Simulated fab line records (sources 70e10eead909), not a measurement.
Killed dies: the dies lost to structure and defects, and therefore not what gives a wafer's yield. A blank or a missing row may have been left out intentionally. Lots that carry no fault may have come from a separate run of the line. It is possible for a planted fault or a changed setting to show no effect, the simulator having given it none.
fab line records	flow nand-harc	part 1 of 2: steps 1 to 24 of 30
[record] lots = 5	wafers = 15	last-day = 35
route steps=1302 shown A_ONON_D1@449 A_CHANNEL_HOLE_D1@450
lots with no fault: from the same line, run without faults
start-h: the number of hours between the record's first day and the start of the first shown wafer of the lot	wait-h: hours elapsed since this lot's preceding step	" the same as in the row above	L1.1+2: several wafers, shown together as one row	- no value, or no start given	* or withheld: withheld	< > ~ a bound
route shown NAME@n: a module of which the file shows steps, and the number in the route of the first	usual: mean and standard deviation over wafers with no fault	same: alike in all rows	chamber/n: place in a boat	sites: readings site by site	_std_site: the values' standard deviation	_edge_site: outer sites' mean less inner sites'	radius-mm: for every site, how far away it sits from the centre of the wafer	mask NAME#n: copy n	behind: the most recent tool/chamber to have shaped the wafer	hold: why the lot went on hold/how many hours it stayed there/how the hold came to an end	device: names the non-switching transistor (n, p or np)	end of line: tests run on the same wafers once the route is complete	where a step has no rows: the recipe by itself	killed: dies lost to structure and defects at the first sort, not the wafer's yield	map: a wafer's dies, marking killed ones x, the rest . and places with no die _
set.NAME: the setting that was run; set.NAME@STEP: the one run at that earlier step	model.NAME: the simulator's own value behind a step, which no gauge read
lots at some steps of the route; a table a step, a row a wafer
services: a tool's chamber out of use, with start hour (start-h, from the record's first day; less than 0 if before it), hours out, and reason
[[steps]]
[step NHARC_A_ONON_D1_INSPECT_32]
[usual] raw-defect-count = 71/25
lot.wafer	tool	chamber	start-h	wait-h	raw-defect-count
L080.2	defect-inspect-02	-	230.39	0.0	121
L080.4	"	-	"	"	94
L080.6	"	-	"	"	106
L084.1	defect-inspect-01	-	275.79	0.0	71
L084.3	"	-	"	"	106
L084.4	"	-	"	"	94
L085.4	defect-inspect-02	-	280.86	0.0	31
L085.5	"	-	"	"	54
L085.6	"	-	"	"	56
L087.1	defect-inspect-01	-	306.03	0.0	68
L087.3	"	-	"	"	68
L087.4	"	-	"	"	84
L096.4	defect-inspect-02	-	406.99	0.0	54
L096.5	"	-	"	"	65
L096.6	"	-	"	"	37
[step NHARC_A_CHANNEL_HOLE_D1_DEP_00]
[recipe] target-thk-a = 31000	temp-c = 400	material = aC
[usual] throttle-valve-pct = 35.001/0.0088
lot.wafer	tool	chamber	start-h	wait-h	throttle-valve-pct
L080.2	acl-dep-02	0	230.78	0.4	35.013
L080.4	"	0	"	"	34.992
L080.6	"	0	"	"	35.005
L084.1	acl-dep-03	0	276.49	0.7	35.009
L084.3	"	0	"	"	34.994
L084.4	"	0	"	"	35.003
L085.4	acl-dep-01	0	281.88	1.0	35.010
L085.5	"	0	"	"	34.986
L085.6	"	0	"	"	34.987
L087.1	acl-dep-02	0	309.73	3.7	34.998
L087.3	"	0	"	"	35.005
L087.4	"	0	"	"	35.000
L096.4	acl-dep-03	0	409.08	2.1	35.015
L096.5	"	0	"	"	34.987
L096.6	"	0	"	"	35.005
[step NHARC_A_CHANNEL_HOLE_D1_DEP_01]
[recipe] target-thk-a = 1400	target-thk-nm = 140	temp-c = 400	pressure-torr = 3.5	flow-sccm = 200	rf-w = 350	material = SiON
[usual] chamber-pressure-Torr = 3.500/0.0076	heater-power-w = 788/110
lot.wafer	tool	chamber	start-h	wait-h	chamber-pressure-Torr	heater-power-w
L080.2	pecvd-04	1	232.45	1.4	3.507	753
L080.4	"	2	"	"	3.499	960
L080.6	"	0	"	"	3.509	809
L084.1	pecvd-03	2	278.43	1.6	3.512	851
L084.3	"	2	"	"	3.495	844
L084.4	"	0	"	"	3.499	815
L085.4	pecvd-04	2	282.98	0.8	3.491	940
L085.6	"	1	"	"	3.503	754
L085.5	"	2	"	"	3.507	952
L087.3	pecvd-02	1	311.64	1.0	3.490	672
L087.1	"	0	"	"	3.499	679
L087.4	"	0	"	"	3.511	660
L096.4	pecvd-04	1	410.13	0.7	3.492	708
L096.5	"	2	"	"	3.509	948
L096.6	"	0	"	"	3.495	602
[step NHARC_A_CHANNEL_HOLE_D1_DEHYDRATE_02]
[recipe] temp-c = 150	time-s = 120
lot.wafer	tool	chamber	start-h	wait-h
L080.2+4+6	litho-track-06	0	232.67	0.2
L084.1+3+4	litho-track-04	0	278.78	0.3
L085.4+5+6	litho-track-04	0	283.21	0.2
L087.1+3+4	litho-track-06	0	311.91	0.2
L096.4+5+6	litho-track-04	0	410.32	0.2
[step NHARC_A_CHANNEL_HOLE_D1_HMDS_03]
[recipe] time-s = 30
lot.wafer	tool	chamber	start-h	wait-h
L080.2+4+6	litho-track-06	0	-	-
L084.1+3+4	litho-track-04	0	-	-
L085.4+5+6	litho-track-04	0	-	-
L087.1+3+4	litho-track-06	0	-	-
L096.4+5+6	litho-track-04	0	-	-
[step NHARC_A_CHANNEL_HOLE_D1_COAT_36]
[recipe] temp-c = 260	time-s = 75
lot.wafer	tool	chamber	start-h	wait-h
L080.2+4+6	litho-track-06	0	-	-
L084.1+3+4	litho-track-04	0	-	-
L085.4+5+6	litho-track-04	0	-	-
L087.1+3+4	litho-track-06	0	-	-
L096.4+5+6	litho-track-04	0	-	-
[step NHARC_A_CHANNEL_HOLE_D1_COAT_37]
[recipe] temp-c = 225	time-s = 65
lot.wafer	tool	chamber	start-h	wait-h
L080.2+4+6	litho-track-06	0	-	-
L084.1+3+4	litho-track-04	0	-	-
L085.4+5+6	litho-track-04	0	-	-
L087.1+3+4	litho-track-06	0	-	-
L096.4+5+6	litho-track-04	0	-	-
[step NHARC_A_CHANNEL_HOLE_D1_COAT_04]
[recipe] spin-rpm = 1500	resist-thk-nm = 90
lot.wafer	tool	chamber	start-h	wait-h
L080.2+4+6	litho-track-06	0	-	-
L084.1+3+4	litho-track-04	0	-	-
L085.4+5+6	litho-track-04	0	-	-
L087.1+3+4	litho-track-06	0	-	-
L096.4+5+6	litho-track-04	0	-	-
[step NHARC_A_CHANNEL_HOLE_D1_SOFTBAKE_05]
[recipe] temp-c = 105	time-s = 55
lot.wafer	tool	chamber	start-h	wait-h
L080.2+4+6	litho-track-06	0	-	-
L084.1+3+4	litho-track-04	0	-	-
L085.4+5+6	litho-track-04	0	-	-
L087.1+3+4	litho-track-06	0	-	-
L096.4+5+6	litho-track-04	0	-	-
[step NHARC_A_CHANNEL_HOLE_D1_EBR_06]
lot.wafer	tool	chamber	start-h	wait-h
L080.2+4+6	litho-track-06	0	-	-
L084.1+3+4	litho-track-04	0	-	-
L085.4+5+6	litho-track-04	0	-	-
L087.1+3+4	litho-track-06	0	-	-
L096.4+5+6	litho-track-04	0	-	-
[step NHARC_A_CHANNEL_HOLE_D1_EXPOSE_07]
[recipe] na = 1.35	target-cd-nm = 100	sigma-outer = 0.3	dose-mj = 59.65	mask-id = HOLE_D1
lot.wafer	tool	chamber	start-h	wait-h	mask
L080.2+4+6	arfi-scanner-01	0	232.98	-	HOLE_D1#0
L084.1+3+4	arfi-scanner-01	0	279.09	-	HOLE_D1#0
L085.4+5+6	arfi-scanner-03	0	283.53	-	HOLE_D1#0
L087.1+3+4	arfi-scanner-03	0	312.09	-	HOLE_D1#0
L096.4+5+6	arfi-scanner-02	0	410.64	-	HOLE_D1#0
[step NHARC_A_CHANNEL_HOLE_D1_PEB_08]
[recipe] peb-temp-c = 100	peb-time-s = 65
lot.wafer	tool	chamber	start-h	wait-h
L080.2+4+6	litho-track-04	0	233.04	0.1
L084.1+3+4	litho-track-01	0	279.15	0.1
L085.4+5+6	litho-track-01	0	283.58	0.0
L087.1+3+4	litho-track-04	0	312.15	0.1
L096.4+5+6	litho-track-06	0	410.69	0.0
[step NHARC_A_CHANNEL_HOLE_D1_DEVELOP_09]
[recipe] develop-time-s = 35	dev-temp-c = 23
lot.wafer	tool	chamber	start-h	wait-h
L080.2+4+6	litho-track-04	0	-	-
L084.1+3+4	litho-track-01	0	-	-
L085.4+5+6	litho-track-01	0	-	-
L087.1+3+4	litho-track-04	0	-	-
L096.4+5+6	litho-track-06	0	-	-
[step NHARC_A_CHANNEL_HOLE_D1_CD_MEAS_10]
[recipe] target-cd-nm = 100	landing-energy-ev = 500
[usual] cd-nm = 99.9/0.41
lot.wafer	tool	chamber	start-h	wait-h	cd-nm
L080.2	cd-sem-03	0	233.12	-	100.0
L080.4	"	0	"	"	98.8
L080.6	"	0	"	"	100.1
L084.1	cd-sem-02	0	279.23	-	100.1
L084.3	"	0	"	"	100.1
L084.4	"	0	"	"	99.7
L085.4	cd-sem-02	0	283.66	-	99.4
L085.5	"	0	"	"	99.3
L085.6	"	0	"	"	100.0
L087.1	cd-sem-03	0	312.23	-	99.6
L087.3	"	0	"	"	99.8
L087.4	"	0	"	"	100.0
L096.4	cd-sem-01	0	410.77	-	100.4
L096.5	"	0	"	"	99.6
L096.6	"	0	"	"	99.9
[step NHARC_A_CHANNEL_HOLE_D1_OVL_MEAS_11]
[usual] overlay-x-nm = -0.1/0.98	overlay-y-nm = -0.1/1
lot.wafer	tool	chamber	start-h	wait-h	overlay-x-nm	overlay-y-nm
L080.2	overlay-01	-	233.20	-	0.8	1.2
L080.4	"	-	"	"	1.2	1.4
L080.6	"	-	"	"	0.5	1.3
L084.1	overlay-01	-	279.31	-	0.5	-0.5
L084.3	"	-	"	"	0.3	-0.6
L084.4	"	-	"	"	0.5	-0.8
L085.4	overlay-02	-	283.75	-	0.0	-0.3
L085.5	"	-	"	"	-0.7	-0.1
L085.6	"	-	"	"	-0.9	0.6
L087.1	overlay-02	-	312.32	-	0.3	1.1
L087.3	"	-	"	"	0.2	0.8
L087.4	"	-	"	"	-0.3	1.4
L096.4	overlay-01	-	410.86	-	2.8	1.0
L096.5	"	-	"	"	2.2	1.4
L096.6	"	-	"	"	2.9	1.0
[step NHARC_A_CHANNEL_HOLE_D1_INSPECT_12]
[usual] raw-defect-count = 5.8/2.7
lot.wafer	tool	chamber	start-h	wait-h	raw-defect-count
L080.2	defect-inspect-02	-	233.24	0.0	9
L080.4	"	-	"	"	9
L080.6	"	-	"	"	5
L084.1	defect-inspect-02	-	279.35	0.0	4
L084.3	"	-	"	"	6
L084.4	"	-	"	"	8
L085.4	defect-inspect-01	-	283.78	0.0	5
L085.5	"	-	"	"	9
L085.6	"	-	"	"	4
L087.1	defect-inspect-01	-	312.36	0.0	6
L087.3	"	-	"	"	5
L087.4	"	-	"	"	8
L096.4	defect-inspect-02	-	410.89	0.0	0
L096.5	"	-	"	"	4
L096.6	"	-	"	"	4
[step NHARC_A_CHANNEL_HOLE_D1_DESCUM_15]
[recipe] time-s = 3	o2-flow-sccm = 200	ar-flow-sccm = 0	bias-power-w = 0	chemistry = O2
[usual] drypump-motor-current-A = 5.6/0.39	oes-product-au = 1.002/0.0075	rf-vpp-V = 57.7/0.84	showerhead-plenum-p-Torr = 1.90/0.095	throttle-valve-pct = 11.311/0.0088
lot.wafer	tool	chamber	start-h	wait-h	drypump-motor-current-A	oes-product-au	rf-hours-counter-h	rf-vpp-V	showerhead-plenum-p-Torr	throttle-valve-pct
L080.2	rie-diel-06	3	233.38	0.1	5.6	1.005	31	58.8	1.82	11.321
L080.4	"	2	"	"	6.2	1.005	33	57.3	2.04	11.309
L080.6	"	3	"	"	5.7	1.002	-	55.8	1.82	11.321
L084.1	rie-diel-05	1	279.41	0.1	5.2	1.002	2	57.0	1.77	11.306
L084.3	"	2	"	"	5.7	1.002	2	58.2	1.94	11.312
L084.4	"	3	"	"	5.7	0.997	2	57.7	1.90	11.321
L085.4	rie-diel-05	1	283.84	0.1	5.2	1.006	3	57.5	1.77	11.309
L085.6	"	1	"	"	5.2	1.004	-	56.7	1.77	11.315
L085.5	"	2	"	"	5.7	1.018	-	57.7	1.94	11.301
L087.1	rie-diel-05	1	312.42	0.1	5.2	0.999	5	56.6	1.77	11.322
L087.4	"	3	"	"	5.7	0.998	6	59.0	1.90	11.313
L087.3	"	0	"	"	5.0	0.985	6	57.1	2.04	11.330
L096.4	rie-diel-06	3	410.97	0.1	5.7	1.015	30	57.2	1.80	11.318
L096.5	"	1	"	"	6.3	1.003	-	57.8	1.83	11.311
L096.6	"	2	"	"	6.2	1.007	-	58.2	2.02	11.325
[step NHARC_A_CHANNEL_HOLE_D1_ETCH_38]
[recipe] target-depth-a = 390	over-etch-frac = 0.3	time-s = 65	ion-energy-ev = 80	cf4-flow-sccm = 150	ar-flow-sccm = 0	rf-w = 300	bias-w = 100	chemistry = CF4
[usual] drypump-motor-current-A = 5.6/0.39	oes-product-au = 1.001/0.0076	rf-vpp-V = 151.2/1.3	showerhead-plenum-p-Torr = 1.76/0.08	throttle-valve-pct = 13.283/0.009
lot.wafer	tool	chamber	start-h	wait-h	drypump-motor-current-A	oes-product-au	rf-hours-counter-h	rf-vpp-V	showerhead-plenum-p-Torr	throttle-valve-pct
L080.2	rie-diel-06	0	233.47	0.1	5.3	1.011	32	150.7	1.69	13.287
L080.4	"	2	"	"	6.1	0.999	33	153.4	1.88	13.276
L080.6	"	3	"	"	5.7	1.008	-	150.1	1.69	13.274
L084.3	rie-diel-05	3	279.50	0.1	5.8	0.998	2	150.0	1.76	13.280
L084.1	"	0	"	"	4.9	1.001	2	152.6	1.88	13.276
L084.4	"	1	"	"	5.2	1.001	2	149.4	1.65	13.285
L085.4	rie-diel-05	3	283.93	0.1	5.8	0.997	3	150.5	1.76	13.288
L085.5	"	3	"	"	5.8	0.991	-	151.3	1.76	13.284
L085.6	"	0	"	"	5.0	0.998	-	151.4	1.88	13.284
L087.3	rie-diel-05	3	312.51	0.1	5.8	0.996	6	151.0	1.75	13.279
L087.1	"	0	"	"	4.9	0.995	6	152.8	1.88	13.286
L087.4	"	1	"	"	5.2	0.999	5	149.3	1.65	13.296
L096.4	rie-diel-06	1	411.06	0.1	6.3	0.996	36	149.5	1.69	13.295
L096.5	"	2	"	"	6.1	0.989	-	152.8	1.86	13.278
L096.6	"	3	"	"	5.6	1.002	-	149.2	1.67	13.281
[step NHARC_A_CHANNEL_HOLE_D1_ETCH_39]
[recipe] target-depth-a = 2600	over-etch-frac = 0.3	time-s = 325	ion-energy-ev = 200	n2-flow-sccm = 150	h2-flow-sccm = 150	ar-flow-sccm = 0	rf-w = 400	bias-w = 150	chemistry = N2/H2
[usual] drypump-motor-current-A = 5.6/0.39	oes-product-au = 1.002/0.0071	rf-vpp-V = 430.2/3	showerhead-plenum-p-Torr = 2.03/0.1	throttle-valve-pct = 14.173/0.0081
lot.wafer	tool	chamber	start-h	wait-h	drypump-motor-current-A	oes-product-au	rf-hours-counter-h	rf-vpp-V	showerhead-plenum-p-Torr	throttle-valve-pct
L080.4	rie-diel-06	0	-	-	5.2	0.995	32	426.4	1.94	14.166
L080.2	"	2	"	"	6.2	1.001	33	433.7	2.18	14.164
L080.6	"	0	"	"	5.2	0.999	-	426.8	1.94	14.174
L084.4	rie-diel-05	1	-	-	5.2	1.012	2	427.6	1.88	14.167
L084.3	"	3	"	"	5.8	0.990	2	430.3	2.02	14.169
L084.1	"	0	"	"	4.9	0.991	2	434.8	2.18	14.172
L085.4	rie-diel-05	0	-	-	4.9	0.996	3	432.4	2.18	14.174
L085.5	"	0	"	"	4.9	0.987	-	434.2	2.18	14.178
L085.6	"	1	"	"	5.2	1.004	-	427.3	1.88	14.178
L087.1	rie-diel-05	0	-	-	5.0	0.989	6	433.6	2.18	14.173
L087.4	"	1	"	"	5.2	1.000	5	427.5	1.88	14.172
L087.3	"	2	"	"	5.7	1.010	5	430.7	2.07	14.157
L096.4	rie-diel-06	1	-	-	6.3	1.003	36	428.8	1.94	14.179
L096.6	"	3	"	"	5.6	0.999	-	425.1	1.92	14.171
L096.5	"	0	"	"	5.2	1.000	-	428.4	1.92	14.176
[step NHARC_A_CHANNEL_HOLE_D1_ETCH_34]
[recipe] target-depth-a = 1540	time-s = 77	cf4-flow-sccm = 100	chf3-flow-sccm = 30	ar-flow-sccm = 0	rf-w = 500	bias-w = 200	chemistry = CF4/CHF3
[usual] drypump-motor-current-A = 5.6/0.39	oes-product-au = 0.949/0.023	rf-vpp-V = 370.3/2.5	showerhead-plenum-p-Torr = 1.57/0.072	throttle-valve-pct = 16.802/0.0092
lot.wafer	tool	chamber	start-h	wait-h	drypump-motor-current-A	oes-product-au	rf-hours-counter-h	rf-vpp-V	showerhead-plenum-p-Torr	throttle-valve-pct
L080.4	rie-diel-06	0	-	-	5.2	0.958	32	366.9	1.50	16.799
L080.2	"	1	"	"	6.3	0.997	34	369.4	1.52	16.785
L080.6	"	2	"	"	6.2	0.982	-	372.1	1.67	16.799
L084.3	rie-diel-05	3	-	-	5.8	0.980	3	370.2	1.56	16.809
L084.4	"	0	"	"	4.9	0.980	2	374.2	1.67	16.802
L084.1	"	2	"	"	5.7	0.969	3	371.9	1.59	16.798
L085.4	rie-diel-05	3	-	-	5.7	0.976	3	369.1	1.56	16.802
L085.5	"	2	"	"	5.7	0.970	-	372.8	1.59	16.797
L085.6	"	3	"	"	5.7	0.976	-	370.3	1.56	16.795
L087.3	rie-diel-05	1	-	-	5.2	0.930	5	367.8	1.46	16.789
L087.1	"	2	"	"	5.7	0.919	5	369.9	1.59	16.815
L087.4	"	0	"	"	5.0	0.921	6	374.8	1.67	16.787
L096.4	rie-diel-06	0	-	-	5.2	0.975	32	367.6	1.49	16.812
L096.6	"	0	"	"	5.2	0.982	-	369.0	1.49	16.803
L096.5	"	1	"	"	6.3	0.958	-	368.6	1.51	16.786
[step NHARC_A_CHANNEL_HOLE_D1_ETCH_16]
[recipe] target-depth-a = 31000	over-etch-frac = 0.3	time-s = 806	ion-energy-ev = 150	o2-flow-sccm = 400	cos-flow-sccm = 20	ar-flow-sccm = 0	rf-w = 500	bias-w = 300	chemistry = O2/COS
[usual] cos-flow-sccm = 20.00/0.063	drypump-motor-current-A = 5.6/0.38	oes-product-au = 1.000/0.0079	rf-vpp-V = 314.0/2.1	showerhead-plenum-p-Torr = 3.11/0.15	throttle-valve-pct = 28.332/0.0092
lot.wafer	tool	chamber	start-h	wait-h	cos-flow-sccm	drypump-motor-current-A	oes-product-au	rf-hours-counter-h	rf-vpp-V	showerhead-plenum-p-Torr	throttle-valve-pct
L080.2	rie-diel-06	3	-	-	19.97	5.6	1.016	31	311.3	2.98	28.315
L080.4	"	1	"	"	20.01	6.3	1.003	34	312.5	3.01	28.332
L080.6	"	3	"	"	19.90	5.6	1.012	-	312.6	2.98	28.336
L084.4	rie-diel-05	3	-	-	20.06	5.8	1.008	3	313.1	3.10	28.318
L084.1	"	0	"	"	19.97	4.9	0.998	3	316.1	3.32	28.340
L084.3	"	2	"	"	19.92	5.7	1.008	3	314.7	3.16	28.349
L085.4	rie-diel-05	0	-	-	19.93	5.0	0.990	3	317.1	3.32	28.328
L085.6	"	0	"	"	20.10	5.0	0.985	-	317.3	3.32	28.342
L085.5	"	1	"	"	20.09	5.2	0.996	-	310.8	2.90	28.333
L087.1	rie-diel-05	2	-	-	20.07	5.7	1.002	5	313.0	3.16	28.338
L087.3	"	3	"	"	19.97	5.8	0.996	6	314.8	3.10	28.329
L087.4	"	0	"	"	20.00	5.0	0.990	6	317.4	3.31	28.317
L096.4	rie-diel-06	1	-	-	20.00	6.3	0.991	37	312.4	2.99	28.322
L096.5	"	1	"	"	20.01	6.3	0.998	-	311.6	2.99	28.344
L096.6	"	2	"	"	20.08	6.2	1.003	-	317.6	3.29	28.335
[step NHARC_A_CHANNEL_HOLE_D1_CD_MEAS_18]
[usual] cd-nm = 99.0/1.4
lot.wafer	tool	chamber	start-h	wait-h	cd-nm
L080.2	cd-sem-03	-	234.63	-	97.8
L080.4	"	-	"	"	99.5
L080.6	"	-	"	"	99.0
L084.1	cd-sem-01	-	280.52	-	98.4
L084.3	"	-	"	"	99.9
L084.4	"	-	"	"	98.9
L085.4	cd-sem-03	-	284.95	-	99.3
L085.5	"	-	"	"	96.4
L085.6	"	-	"	"	99.1
L087.1	cd-sem-03	-	313.53	-	98.7
L087.3	"	-	"	"	97.6
L087.4	"	-	"	"	100.2
L096.4	cd-sem-03	-	412.07	-	100.1
L096.5	"	-	"	"	100.9
L096.6	"	-	"	"	98.6
[step NHARC_A_CHANNEL_HOLE_D1_ETCH_19]
[recipe] bias-v = 1200	source-w = 2500	pressure-mtorr = 15	time-s = 34.5	ar-flow-sccm = 375	c4f8-flow-sccm = 28.8	o2-flow-sccm = 96.2	temp-c = -20	target-depth-a = *	chemistry = C4F8/O2/Ar
[usual] drypump-motor-current-A = 5.4/0.37	showerhead-plenum-p-Torr = 3.69/0.077	throttle-valve-pct = 37.038/0.0086
lot.wafer	tool	chamber	start-h	wait-h	drypump-motor-current-A	rf-hours-counter-h	showerhead-plenum-p-Torr	throttle-valve-pct
L080.2	har-etch-01	1	235.49	0.8	4.9	118	3.76	37.045
L080.4	"	1	"	"	4.9	-	3.76	37.047
L080.6	"	1	"	"	4.9	-	3.76	37.032
L084.1	har-etch-02	0	283.49	3.0	5.7	352	3.68	37.042
L084.3	"	0	"	"	5.7	-	3.68	37.044
L084.4	"	0	"	"	5.7	-	3.68	37.038
L085.4	har-etch-01	0	285.08	0.1	5.8	-	3.58	37.045
L085.6	"	1	"	"	4.9	-	3.74	37.021
L085.5	"	0	"	"	5.8	-	3.58	37.038
L087.1	har-etch-01	0	313.62	0.1	5.8	168	3.57	37.038
L087.4	"	1	"	"	4.9	-	3.73	37.052
L087.3	"	0	"	"	5.8	-	3.57	37.047
L096.4	har-etch-01	0	412.19	0.1	5.8	-	3.53	37.044
L096.5	"	0	"	"	5.8	-	3.53	37.027
L096.6	"	1	"	"	4.9	-	3.69	37.028
[step NHARC_A_CHANNEL_HOLE_D1_ETCH_20]
[recipe] bias-v = 3000	source-w = withheld	pressure-mtorr = 20	time-s = 361.9	ar-flow-sccm = 375	c4f8-flow-sccm = 89.3	o2-flow-sccm = 35.7	temp-c = -20	target-depth-a = 16000	chemistry = C4F8/O2/Ar
[usual] drypump-motor-current-A = 5.4/0.38	showerhead-plenum-p-Torr = 3.65/0.074	throttle-valve-pct = 32.154/0.0095
lot.wafer	tool	chamber	start-h	wait-h	drypump-motor-current-A	rf-hours-counter-h	showerhead-plenum-p-Torr	throttle-valve-pct
L080.2	har-etch-01	1	235.63	0.1	4.9	119	3.71	32.148
L080.4	"	1	"	"	4.9	-	3.71	32.141
L080.6	"	1	"	"	4.9	-	3.71	32.165
L084.1	har-etch-02	0	283.71	0.2	5.7	352	3.64	32.152
L084.3	"	0	"	"	5.7	-	3.64	32.171
L084.4	"	0	"	"	5.7	-	3.64	32.151
L085.4	har-etch-01	0	285.29	0.2	5.8	-	3.54	32.155
L085.6	"	1	"	"	4.9	-	3.70	32.155
L085.5	"	0	"	"	5.8	-	3.54	32.167
L087.1	har-etch-01	0	313.77	0.1	5.8	168	3.53	32.158
L087.4	"	1	"	"	4.9	-	3.69	32.156
L087.3	"	0	"	"	5.8	-	3.53	32.169
L096.4	har-etch-01	0	412.37	0.2	5.9	-	3.50	32.148
L096.5	"	0	"	"	5.8	-	3.50	32.144
L096.6	"	1	"	"	4.9	-	3.65	32.163
